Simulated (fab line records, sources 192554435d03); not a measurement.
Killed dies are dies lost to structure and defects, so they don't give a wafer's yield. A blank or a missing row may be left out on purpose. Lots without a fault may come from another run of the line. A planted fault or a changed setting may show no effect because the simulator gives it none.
Split-lot experiment | flow n5_finfet | 7 lots, 21 wafers read, on a route of 1938 steps

THE SPLIT
At N5_SD_EPI_N_ETCH_16 (etches SiO2 in CHF3/O2, target depth 5 nm), the setting target_depth_a was moved away from the recipe's 50 angstrom on 7 of the 21 wafers read, by -10.9% to +8.7%. The other wafers ran this setting at the recipe's value.

The reading is taken at the split's own step.

THE READING
etch.depth_nm (the simulator's own value, which no gauge read), in nm, at N5_SD_EPI_N_ETCH_16 (etches SiO2 in CHF3/O2, target depth 5 nm). The file gives no usual value for it. The 14 wafers here that ran the recipe average 4.981 nm, standard deviation 0.067 nm.

wafer  | tool, chamber at the split | target_depth_a as run, angstrom | against the recipe | etch.depth_nm, nm | against lot-mates on the recipe
L075.1 | rie_diel-02, 1             | 50                              | recipe             | 4.987             | -
L075.2 | rie_diel-02, 3             | 47.28                           | -5.4%              | 4.713             | -0.234
L075.6 | rie_diel-02, 1             | 50                              | recipe             | 4.906             | -
L076.2 | rie_diel-02, 3             | 54.34                           | +8.7%              | 5.385             | +0.432
L076.4 | rie_diel-02, 0             | 54.34                           | +8.7%              | 5.321             | +0.368
L076.5 | rie_diel-02, 3             | 50                              | recipe             | 4.953             | -
L079.1 | rie_diel-05, 3             | 50                              | recipe             | 5.055             | -
L079.3 | rie_diel-05, 1             | 50                              | recipe             | 4.97              | -
L079.6 | rie_diel-05, 0             | 50                              | recipe             | 5.03              | -
L081.2 | rie_diel-05, 3             | 50                              | recipe             | 4.969             | -
L081.3 | rie_diel-05, 2             | 44.57                           | -10.9%             | 4.461             | -0.482
L081.5 | rie_diel-05, 1             | 50                              | recipe             | 4.916             | -
L088.3 | rie_diel-05, 2             | 48.47                           | -3.1%              | 4.863             | -0.088
L088.5 | rie_diel-05, 2             | 50                              | recipe             | 4.999             | -
L088.6 | rie_diel-05, 1             | 50                              | recipe             | 4.904             | -
L089.1 | rie_diel-01, 1             | 50                              | recipe             | 5.08              | -
L089.4 | rie_diel-01, 3             | 50                              | recipe             | 4.853             | -
L089.6 | rie_diel-01, 1             | 50                              | recipe             | 5.055             | -
L093.1 | rie_diel-02, 2             | 50                              | recipe             | 5.056             | -
L093.3 | rie_diel-02, 1             | 47.42                           | -5.2%              | 4.662             | -0.394
L093.4 | rie_diel-02, 0             | 47.42                           | -5.2%              | 4.665             | -0.391

THE FIT
A straight line over all 21 wafers: etch.depth_nm changes by +0.0473 nm for each +1% of target_depth_a; r = +0.95; the points scatter about the line by 0.064 nm.
The same after taking each lot's own level away (the mean of its wafers on the recipe; 21 wafers): +0.0489 nm for each +1%; r = +0.95; scatter 0.07 nm.
On that fit, the largest move of target_depth_a shifts the reading by 0.53 nm.
The lots' own levels span 4.9425 to 5.0560 nm, that is 1.7 times the standard deviation above.
So the lot-to-lot level changes the slope little: the two slopes agree.
Check: with one of the wafers moved furthest among these (-10.9%) left out of the fit, the line predicts -0.571 nm for it against its lot-mates. It came out at -0.482 nm against them.

OTHER SPLITS ON THESE WAFERS
These wafers also went through other splits before the reading. Each is held against what the fit with the lots' levels taken away leaves over:
other split on the same wafers | wafers away from the commonest value | r with etch.depth_nm (lot level and that fit taken away)
N5_DUMMY_GATE_ETCH_37 source_w | 6                                    | -0.20
N5_SD_EPI_N_ETCH_35 time_s     | 3                                    | +0.22

THE FILE'S OWN FIT
etch.depth_nm changes by +0.0474 nm for each +1% of target_depth_a, r = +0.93.
